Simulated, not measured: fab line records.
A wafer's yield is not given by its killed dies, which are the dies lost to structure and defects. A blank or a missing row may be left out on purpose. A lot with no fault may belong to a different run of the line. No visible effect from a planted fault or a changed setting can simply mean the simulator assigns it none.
Matching of chambers ; flow nandHarc ; NHARC_P_BONDPAD_ACTIVATE_29 on rieDiel-06 has 4 sister chambers
The step chemistry N2, time 60 s. 4 wafers are shown with their chamber, then 8 later ones without.

## WAFERS PAIRED WITH THEIR CHAMBERS
wafer;chamber;drypumpMotorCurrentA (A)
L902.5;2;5.5
L904.5;3;5.8
L904.6;0;5.2
L908.4;1;5.6

## WAFERS WITHOUT THEIR CHAMBER
wafer;drypumpMotorCurrentA (A)
L908.5;5.2
L908.6;5.6
L909.2;5.8
L909.4;5.6
L909.5;5.6
L915.1;5.8
L915.2;5.7
L915.5;5.8

## CHAMBER TAKEN BY EACH
wafer;from the rows above;in truth
L908.5;0;0
L908.6;1;1
L909.2;3;3
L909.4;1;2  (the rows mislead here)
L909.5;1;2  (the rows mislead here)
L915.1;3;3
L915.2;can't be placed: 3 or 1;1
L915.5;3;3
Correct placement for 5 of the 8. These rows do not allow placing 1 (true chamber among the candidates in 1). Placed wrongly: 2.
How it was worked out, from the rows above alone: a wafer's distance from a chamber is the root of the sum, over the readings, of the square of ((its reading less the chamber's mean) divided by the reading's scatter). If the next closest chamber is less than 2 further off than the closest, the wafer can't be placed; otherwise it belongs to the closest. Each chamber's mean is taken over the wafers shown for it. The scatter (one wafer shown for each chamber): square how far every hidden wafer sits from the nearest shown wafer, average those squares and take the square root.
